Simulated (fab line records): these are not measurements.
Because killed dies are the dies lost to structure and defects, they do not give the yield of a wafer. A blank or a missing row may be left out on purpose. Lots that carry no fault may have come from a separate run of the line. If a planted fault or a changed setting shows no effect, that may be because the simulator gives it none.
Chamber matching / flow nand harc / rie diel-04 running NHARC_A_ZERO_WELL_ETCH_19: 4 sister chambers
The step etches the open film in N2/H2, target depth 80 nm, overetch 24 nm, time 87.88 s. 14 wafers are shown with their chamber, then 7 later ones without.

## EACH WAFER AND ITS CHAMBER
wafer=L269.1; chamber=2; rf vpp V (V)=428; throttle valve pct (%)=14.168; oes product au (a.u.)=0.989
wafer=L269.2; chamber=0; rf vpp V (V)=427; throttle valve pct (%)=14.164; oes product au (a.u.)=1.000
wafer=L269.4; chamber=3; rf vpp V (V)=430; throttle valve pct (%)=14.179; oes product au (a.u.)=0.990
wafer=L279.2; chamber=3; rf vpp V (V)=427; throttle valve pct (%)=14.162; oes product au (a.u.)=1.007
wafer=L279.3; chamber=1; rf vpp V (V)=435; throttle valve pct (%)=14.161; oes product au (a.u.)=0.986
wafer=L279.6; chamber=3; rf vpp V (V)=429; throttle valve pct (%)=14.175; oes product au (a.u.)=0.996
wafer=L281.1; chamber=2; rf vpp V (V)=428; throttle valve pct (%)=14.176; oes product au (a.u.)=1.003
wafer=L281.2; chamber=1; rf vpp V (V)=435; throttle valve pct (%)=14.199; oes product au (a.u.)=1.007
wafer=L281.5; chamber=2; rf vpp V (V)=427; throttle valve pct (%)=14.161; oes product au (a.u.)=1.012
wafer=L284.2; chamber=1; rf vpp V (V)=435; throttle valve pct (%)=14.168; oes product au (a.u.)=0.996
wafer=L284.3; chamber=0; rf vpp V (V)=426; throttle valve pct (%)=14.158; oes product au (a.u.)=0.996
wafer=L284.5; chamber=0; rf vpp V (V)=427; throttle valve pct (%)=14.164; oes product au (a.u.)=1.003
wafer=L286.2; chamber=2; rf vpp V (V)=428; throttle valve pct (%)=14.160; oes product au (a.u.)=0.991
wafer=L286.4; chamber=3; rf vpp V (V)=429; throttle valve pct (%)=14.174; oes product au (a.u.)=1.008

SIGNATURES, as means of the wafers listed above
reading=rf vpp V; chamber 0=426.67; chamber 1=435.00; chamber 2=427.75; chamber 3=428.75; scatter within a chamber=0.785
reading=throttle valve pct; chamber 0=14.16200; chamber 1=14.17600; chamber 2=14.16625; chamber 3=14.17250; scatter within a chamber=0.0108
reading=oes product au; chamber 0=0.99967; chamber 1=0.99633; chamber 2=0.99875; chamber 3=1.00025; scatter within a chamber=0.00907
Rule: a wafer lies at a distance from a chamber equal to the root of the sum of squares, over the readings, of (its reading less the chamber's mean, divided by the reading's scatter). The wafer belongs to the nearest chamber; if the next one is less than 2 further off, it can't be placed. The scatter: the root of (the sum of the squares of (reading less its chamber's mean) over the shown wafers, divided by (wafers less chambers)).

## WAFERS MISSING THEIR CHAMBER
wafer=L286.5; rf vpp V (V)=435; throttle valve pct (%)=14.167; oes product au (a.u.)=1.001
wafer=L287.2; rf vpp V (V)=435; throttle valve pct (%)=14.170; oes product au (a.u.)=0.991
wafer=L287.4; rf vpp V (V)=427; throttle valve pct (%)=14.179; oes product au (a.u.)=1.004
wafer=L287.6; rf vpp V (V)=428; throttle valve pct (%)=14.151; oes product au (a.u.)=0.993
wafer=L289.1; rf vpp V (V)=435; throttle valve pct (%)=14.155; oes product au (a.u.)=0.983
wafer=L289.2; rf vpp V (V)=427; throttle valve pct (%)=14.165; oes product au (a.u.)=1.006
wafer=L289.5; rf vpp V (V)=429; throttle valve pct (%)=14.161; oes product au (a.u.)=1.006

## WHICH CHAMBER EACH WENT THROUGH
wafer=L286.5; from the rows above=1; in truth=1
wafer=L287.2; from the rows above=1; in truth=1
wafer=L287.4; from the rows above=can't be placed: 2 or 0 or 3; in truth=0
wafer=L287.6; from the rows above=can't be placed: 2 or 0 or 3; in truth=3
wafer=L289.1; from the rows above=1; in truth=1
wafer=L289.2; from the rows above=can't be placed: 0 or 2 or 3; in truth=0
wafer=L289.5; from the rows above=can't be placed: 3 or 2 or 0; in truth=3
Correct placement for 3 of the 7. These rows do not allow placing 4 (true chamber among the candidates in 4). Wrongly placed: 0.
